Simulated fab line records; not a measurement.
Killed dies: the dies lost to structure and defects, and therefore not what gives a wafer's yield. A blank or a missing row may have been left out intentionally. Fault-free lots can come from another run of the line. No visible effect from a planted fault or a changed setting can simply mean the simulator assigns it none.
Chamber matching / flow nand harc / rie diel-11 running NHARC_A_CHANNEL_FILL_D1_ETCHBACK_20: 4 sister chambers
The step etches the open film in C4F8/O2/Ar, target depth 27 nm, time 13.5 s. 16 wafers are shown with their chamber, then 8 later ones without.

== WAFERS, EACH WITH ITS CHAMBER ==
wafer=L075.1; chamber=0; rf vpp V (V)=979; oes product au (a.u.)=0.93
wafer=L075.2; chamber=1; rf vpp V (V)=977; oes product au (a.u.)=0.92
wafer=L075.4; chamber=3; rf vpp V (V)=974; oes product au (a.u.)=0.92
wafer=L077.1; chamber=2; rf vpp V (V)=972; oes product au (a.u.)=0.93
wafer=L077.3; chamber=0; rf vpp V (V)=980; oes product au (a.u.)=0.92
wafer=L077.5; chamber=3; rf vpp V (V)=974; oes product au (a.u.)=0.92
wafer=L080.3; chamber=3; rf vpp V (V)=975; oes product au (a.u.)=1.01
wafer=L080.4; chamber=0; rf vpp V (V)=979; oes product au (a.u.)=1.02
wafer=L080.5; chamber=3; rf vpp V (V)=974; oes product au (a.u.)=1.01
wafer=L084.1; chamber=0; rf vpp V (V)=981; oes product au (a.u.)=1.00
wafer=L084.3; chamber=3; rf vpp V (V)=974; oes product au (a.u.)=1.00
wafer=L084.6; chamber=0; rf vpp V (V)=981; oes product au (a.u.)=1.00
wafer=L087.2; chamber=2; rf vpp V (V)=972; oes product au (a.u.)=1.01
wafer=L087.3; chamber=1; rf vpp V (V)=976; oes product au (a.u.)=1.01
wafer=L087.5; chamber=0; rf vpp V (V)=979; oes product au (a.u.)=1.01
wafer=L089.2; chamber=0; rf vpp V (V)=978; oes product au (a.u.)=0.92

SIGNATURES, as means of the wafers listed above
reading=rf vpp V; chamber 0=979.57; chamber 1=976.50; chamber 2=972.00; chamber 3=974.20; scatter within a chamber=0.867
reading=oes product au; chamber 0=0.9714; chamber 1=0.9650; chamber 2=0.9700; chamber 3=0.9720; scatter within a chamber=0.049
Rule: a wafer lies at a distance from a chamber equal to the root of the sum of squares, over the readings, of (its reading less the chamber's mean, divided by the reading's scatter). The wafer belongs to the nearest chamber; if the next one is less than 2 further off, it can't be placed. The scatter: the root of (the sum of the squares of (reading less its chamber's mean) over the shown wafers, divided by (wafers less chambers)).

== WAFERS WHOSE CHAMBER IS MISSING ==
wafer=L089.3; rf vpp V (V)=977; oes product au (a.u.)=0.92
wafer=L089.4; rf vpp V (V)=973; oes product au (a.u.)=0.92
wafer=L093.1; rf vpp V (V)=973; oes product au (a.u.)=0.93
wafer=L093.4; rf vpp V (V)=976; oes product au (a.u.)=0.93
wafer=L093.6; rf vpp V (V)=972; oes product au (a.u.)=0.93
wafer=L096.2; rf vpp V (V)=975; oes product au (a.u.)=1.00
wafer=L096.5; rf vpp V (V)=972; oes product au (a.u.)=1.00
wafer=L096.6; rf vpp V (V)=974; oes product au (a.u.)=1.00

== WHICH CHAMBER EACH WENT THROUGH ==
wafer=L089.3; from the rows above=1; in truth=1
wafer=L089.4; from the rows above=can't be placed: 2 or 3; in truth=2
wafer=L093.1; from the rows above=can't be placed: 2 or 3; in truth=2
wafer=L093.4; from the rows above=can't be placed: 1 or 3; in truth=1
wafer=L093.6; from the rows above=can't be placed: 2 or 3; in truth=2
wafer=L096.2; from the rows above=can't be placed: 3 or 1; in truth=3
wafer=L096.5; from the rows above=can't be placed: 2 or 3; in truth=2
wafer=L096.6; from the rows above=can't be placed: 3 or 2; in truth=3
1 of 8 placed correctly. Can't be placed from these rows: 7 (the true chamber is among the candidates in 7). Wrongly placed: 0.
